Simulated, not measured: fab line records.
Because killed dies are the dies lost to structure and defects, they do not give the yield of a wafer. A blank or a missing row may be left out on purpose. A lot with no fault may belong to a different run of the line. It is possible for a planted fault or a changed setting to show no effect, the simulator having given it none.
Comparing a struck lot with a sound one | flow n5-finfet | 16 out of 1938 route steps
Sound: wafers L895.3, L895.4, L895.6. Wafers L889.3, L889.4, L889.6 were the ones struck. Last of all comes the cause.
Per side, at each step with rows, come the tool, then ch with its chambers, and then its first start. Under that, the readings that differ: sound wafers | struck wafers | difference of the means | sigmas: that difference in standard deviations of wafers without a fault.
alike: words and numbers the same on both sides, and readings whose means are apart by under 2 such deviations; not compared: readings that were withheld, readings missing a value for some wafer, numbers with overlapping values and no deviation given by the record, and bounds like >300 which may hide the same value.
A row with sigmas, a row that says differs or no value, or rows on one side alone: a step with any of these is where the two part. Numbers that have no deviation but don't overlap get no sigmas and don't part them. A reading that every wafer of one side lacks parts them only if that side has two wafers or more.

first, 1 step without rows for these wafers: N5_BEOL_M3_ANNEAL_49 (time 240 s).
N5_BEOL_M3_SPUTTER_79: material Cu, target thk 4.5 nm, time 8.29 s.
  sound on pvd-sputter-01, day 12 15:31; struck on pvd-sputter-01, day 10 15:39
  alike: throttle-valve-pct
N5_BEOL_M3_ANNEAL_80: time 240 s.
  sound on pvd-sputter-01, day 12 15:36; struck on pvd-sputter-01, day 10 15:44
  alike: heater-power-w, susceptor-temp-C
then, 1 step without rows for these wafers: N5_BEOL_M3_SPUTTER_81 (material Cu, target thk 4.5 nm, time 8.29 s).
N5_BEOL_M3_ANNEAL_82: time 240 s.
  sound on pvd-sputter-01, day 12 15:49; struck on pvd-sputter-01, day 10 15:57
  alike: heater-power-w, susceptor-temp-C
then, 4 steps without rows for these wafers: N5_BEOL_M3_SPUTTER_86 (material Cu, target thk 4.5 nm, time 8.29 s); N5_BEOL_M3_ANNEAL_87 (time 240 s); N5_BEOL_M3_SPUTTER_88 (material Cu, target thk 4.5 nm, time 8.29 s); N5_BEOL_M3_ANNEAL_89 (time 240 s).
N5_BEOL_M3_SPUTTER_90: material Cu, target thk 4.5 nm, time 8.29 s.
  sound on pvd-sputter-01, day 12 16:24; struck on pvd-sputter-01, day 10 16:32
  alike: throttle-valve-pct
N5_BEOL_M3_ANNEAL_91: time 240 s.
  sound on pvd-sputter-01, day 12 16:29; struck on pvd-sputter-01, day 10 16:37
  alike: heater-power-w, susceptor-temp-C
then, 1 step without rows for these wafers: N5_BEOL_M3_SPUTTER_92 (material Cu, target thk 4.5 nm, time 8.29 s).
N5_BEOL_M3_ANNEAL_93: time 240 s.
  sound on pvd-sputter-01, day 12 16:42; struck on pvd-sputter-01, day 10 16:50
  no value came back on the struck wafers for heater-power-w (W), susceptor-temp-C (C), time-s (s); on the sound wafers heater-power-w (W) reads 1021 1037 929
then, 1 step without rows for these wafers: N5_BEOL_M3_SPUTTER_94 (material Cu, target thk 4.5 nm, time 8.29 s).
N5_BEOL_M4_RC_MEAS_101:
  sound on prober-02 ch 0, day 13 04:30; struck on prober-01 ch 0, day 11 05:25
  reading       | sound          | struck         | difference | sigmas
  ION_P (uA/um) | 454 451 447    | 466 486 485    | +28        | +3
  VT_P (mV)     | -254 -254 -257 | -247 -243 -243 | +11        | +2
  alike: DIBL_N, DIBL_P, IOFF_N, IOFF_P, ION_N, SS_N, SS_P, VT_N
-- here the record skips 4 days between the struck wafers' starts before and after, leaving off in module BEOL_M4 and picking up in module PASSIVATION (first step shown: number 1936 of the route) --
N5_PASSIVATION_PROBE_49:
  sound on prober-02, day 17 16:03; struck on prober-01, day 15 14:26
  alike: defect-limited-yield, killed_at_M0_to_M3, killed_at_M4_up, killed-at-contacts, killed-at-front-end, killed-at-other, killed-dies, killed-open, killed-short, sort_bin_5_function, sort_bin_6_memory, sort-n-pass, sort-yield-pct

== WHERE THEY PART ==
At N5_BEOL_M3_ANNEAL_93 first; at N5_BEOL_M4_RC_MEAS_101 last (within this record only). Later steps at which nothing parts them and some readings are alike: N5_PASSIVATION_PROBE_49.

WHY: whatever the simulator had introduced
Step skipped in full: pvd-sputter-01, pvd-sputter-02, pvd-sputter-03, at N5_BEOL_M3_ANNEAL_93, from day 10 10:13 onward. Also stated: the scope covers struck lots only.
